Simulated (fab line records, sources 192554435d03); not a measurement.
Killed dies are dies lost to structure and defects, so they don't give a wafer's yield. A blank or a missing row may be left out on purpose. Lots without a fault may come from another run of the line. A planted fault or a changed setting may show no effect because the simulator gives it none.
Chamber matching | flow n5_finfet | N5_BEOL_M5_DEP_56 on pecvd-01: 3 sister chambers
The step deposits SiCN from 3MS/NH3, target thk 8 nm, time 14 s. 3 wafers are shown with their chamber, then 7 later ones without.

WAFERS WITH THEIR CHAMBER
wafer  | chamber | throttle_valve_pct (%)
L088.1 | 2       | 9.1
L086.1 | 1       | 9.4
L086.3 | 0       | 8.6

WAFERS WITHOUT THEIR CHAMBER
wafer  | throttle_valve_pct (%)
L086.5 | 9.3
L091.1 | 8.6
L091.3 | 8.8
L091.6 | 8.7
L096.1 | 9.2
L096.2 | 8.4
L096.6 | 9.5

WHICH CHAMBER EACH WENT THROUGH
wafer  | from the rows above     | in truth
L086.5 | can't be placed: 1 or 2 | 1
L091.1 | 0                       | 0
L091.3 | can't be placed: 0 or 2 | 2
L091.6 | 0                       | 0
L096.1 | can't be placed: 2 or 1 | 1
L096.2 | 0                       | 0
L096.6 | 1                       | 1
Placed correctly: 4 of 7. Can't be placed from these rows: 3 (the true chamber is among the candidates in 3). Placed wrongly: 0.
How it was worked out, from the rows above alone: a wafer's distance from a chamber is the root of the sum, over the readings, of the square of ((its reading less the chamber's mean) divided by the reading's scatter). The wafer belongs to the nearest chamber; if the next one is less than 2 further off, it can't be placed. A chamber's mean is the mean of its shown wafers. The scatter: with one shown wafer a chamber, the root of the mean of the squares of how far each hidden wafer lies from its nearest shown one.
